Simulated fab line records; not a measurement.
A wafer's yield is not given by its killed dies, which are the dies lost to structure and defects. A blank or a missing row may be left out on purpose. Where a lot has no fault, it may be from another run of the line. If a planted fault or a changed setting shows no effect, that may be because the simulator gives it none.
Which tool was responsible? ; flow n5-finfet ; 14 lots, 42 wafers sampled, at 4 steps of a route of 1938

## WHAT EACH GAUGE READ, for each wafer
The record holds no reading of a measuring or inspecting step that can be judged against a usual standard deviation.

## WHAT TOOL EACH LOT RAN ON (gives the tool, then ch and the chambers of the sampled wafers, and finally the start)
lot;N5_BEOL_M1_SPUTTER_96;N5_BEOL_M1_PRE_CLEAN_60;N5_BEOL_M2_HM_DEP_02;N5_BEOL_M2_DEVELOP_10
L345;pvd-sputter-03, day 6 06:13;cvd-co-02 ch 0,2, day 6 07:02;pvd-sputter-02, day 6 09:53;litho-track-02 ch 0, day 6 10:13
L347;pvd-sputter-01, day 7 06:34;cvd-co-01 ch 0,1,2, day 7 07:23;pvd-sputter-01, day 7 08:29;litho-track-02 ch 0, day 7 09:52
L349;pvd-sputter-02, day 7 17:58;cvd-co-02 ch 1,2, day 7 18:47;pvd-sputter-02, day 7 21:01;litho-track-01 ch 0, day 7 21:29
L352;pvd-sputter-02, day 8 11:20;cvd-co-02 ch 0,1,2, day 8 12:10;pvd-sputter-01, day 8 13:22;litho-track-02 ch 0, day 8 13:50
L354;pvd-sputter-01, day 8 17:08;cvd-co-02 ch 0,1,2, day 8 18:05;pvd-sputter-02, day 8 20:31;litho-track-04, day 8 20:52
L355;pvd-sputter-01, day 9 03:07;cvd-co-01 ch 0,2, day 9 03:57;pvd-sputter-03, day 9 05:21;litho-track-04, day 9 05:41
L360;pvd-sputter-03, day 10 06:19;cvd-co-01 ch 1,2, day 10 07:08;pvd-sputter-02, day 10 08:07;litho-track-01 ch 0, day 10 08:34
L361;pvd-sputter-01, day 10 07:44;cvd-co-01 ch 1,2, day 10 08:34;pvd-sputter-03, day 10 11:25;litho-track-01 ch 0, day 10 11:46
L364;pvd-sputter-02, day 11 00:25;cvd-co-01 ch 0,1, day 11 01:14;pvd-sputter-02, day 11 01:44;litho-track-02 ch 0, day 11 02:12
L362;pvd-sputter-02, day 11 08:37;cvd-co-01 ch 1,2, day 11 09:26;pvd-sputter-03, day 11 10:28;litho-track-04 ch 0, day 11 10:57
L365;pvd-sputter-02, day 11 10:45;cvd-co-01 ch 0,1,2, day 11 11:35;pvd-sputter-03, day 11 14:05;litho-track-02 ch 0, day 11 14:26
L366;pvd-sputter-01, day 11 21:58;cvd-co-01 ch 0,1,2, day 11 23:38;pvd-sputter-02, day 12 00:59;litho-track-04 ch 0, day 12 01:19
L363;pvd-sputter-03, day 11 22:13;cvd-co-02 ch 0,1,2, day 12 00:22;pvd-sputter-02, day 12 01:05;litho-track-02 ch 0, day 12 01:25
L368;pvd-sputter-01, day 12 05:23;cvd-co-02 ch 0,1, day 12 06:12;pvd-sputter-02, day 12 07:04;litho-track-04 ch 0, day 12 07:24
- N5_BEOL_M1_SPUTTER_96: material Cu, target thk 4.5 nm, time 8.29 s.
- N5_BEOL_M1_PRE_CLEAN_60: time 15 s.
- N5_BEOL_M2_HM_DEP_02: deposits TiN, target thk 20 nm.
- N5_BEOL_M2_DEVELOP_10: develop time 30 s.

## AS READ BY THE TOOLS THEMSELVES (means over the sampled wafers that have a number; for cases with no such wafer, the mark the record gives instead)
N5_BEOL_M1_SPUTTER_96. Usual: throttle-valve-pct at 30.0 %, with a standard deviation of 0.93.
lot;tool;throttle-valve-pct (%);flag
L345;pvd-sputter-03;30.0;
L347;pvd-sputter-01;30.2;
L349;pvd-sputter-02;29.6;
L352;pvd-sputter-02;31.0;
L354;pvd-sputter-01;30.6;
L355;pvd-sputter-01;29.4;
L360;pvd-sputter-03;29.3;
L361;pvd-sputter-01;31.1;
L364;pvd-sputter-02;29.9;
L362;pvd-sputter-02;30.5;
L365;pvd-sputter-02;30.6;
L366;pvd-sputter-01;30.7;
L363;pvd-sputter-03;28.6;
L368;pvd-sputter-01;30.1;

N5_BEOL_M1_PRE_CLEAN_60. Usual: heater-power-w at 78 W, with a standard deviation of 8.7.
lot;tool;heater-power-w (W);flag
L345;cvd-co-02;82;
L347;cvd-co-01;74;
L349;cvd-co-02;86;
L352;cvd-co-02;80;
L354;cvd-co-02;80;
L355;cvd-co-01;78;
L360;cvd-co-01;67;
L361;cvd-co-01;72;
L364;cvd-co-01;77;
L362;cvd-co-01;67;
L365;cvd-co-01;74;
L366;cvd-co-01;74;
L363;cvd-co-02;79;
L368;cvd-co-02;78;

N5_BEOL_M2_HM_DEP_02. Usual: throttle-valve-pct at 30.0 %, with a standard deviation of 1.
lot;tool;throttle-valve-pct (%);flag
L345;pvd-sputter-02;30.1;
L347;pvd-sputter-01;30.1;
L349;pvd-sputter-02;30.5;
L352;pvd-sputter-01;29.6;
L354;pvd-sputter-02;30.3;
L355;pvd-sputter-03;29.2;
L360;pvd-sputter-02;30.5;
L361;pvd-sputter-03;28.9;
L364;pvd-sputter-02;30.4;
L362;pvd-sputter-03;29.4;
L365;pvd-sputter-03;28.7;
L366;pvd-sputter-02;31.3;
L363;pvd-sputter-02;30.7;
L368;pvd-sputter-02;30.7;

N5_BEOL_M2_DEVELOP_10. Usual: chill-plate-temp-C 23.02 C, standard deviation 0.1; resist-line-temp-C 22.99 C, standard deviation 0.11.
lot;tool;chill-plate-temp-C (C);resist-line-temp-C (C);flag
L345;litho-track-02;23.07;22.92;
L347;litho-track-02;22.93;23.18;
L349;litho-track-01;22.97;22.93;
L352;litho-track-02;23.12;22.87;
L354;litho-track-04;-;-;OFF
L355;litho-track-04;-;-;OFF
L360;litho-track-01;23.08;22.94;
L361;litho-track-01;22.89;23.07;
L364;litho-track-02;23.11;22.97;
L362;litho-track-04;22.91;23.04;
L365;litho-track-02;23.00;22.96;
L366;litho-track-04;22.86;22.92;
L363;litho-track-02;22.94;23.06;
L368;litho-track-04;23.08;22.99;

## THE ANSWER, worked out from the rows above alone
Rule: a lot is off if the mean of its wafers that have a number lies more than 3 standard deviations from the usual mean. A lot without any number at a reading at which 4 lots or more have one is off too. All remaining lots with rows at the step are treated as sound. The gauges are gone through in route order, then the tools' own readings, and for those a lot's mean is taken as printed above. The first step at which some lot is off is used, and at that step the reading that is off furthest; a lot without a number counts as furthest.
Off: L354, L355, at N5_BEOL_M2_DEVELOP_10 (chill-plate-temp-C). Without a number there: L354, L355.
If a tool, at that step or one of the process steps before it, ran each lot that is off and ran no sound lot following the first of them, it fits. Of those tried, none fits.

## WHAT THE SIMULATOR PUT IN
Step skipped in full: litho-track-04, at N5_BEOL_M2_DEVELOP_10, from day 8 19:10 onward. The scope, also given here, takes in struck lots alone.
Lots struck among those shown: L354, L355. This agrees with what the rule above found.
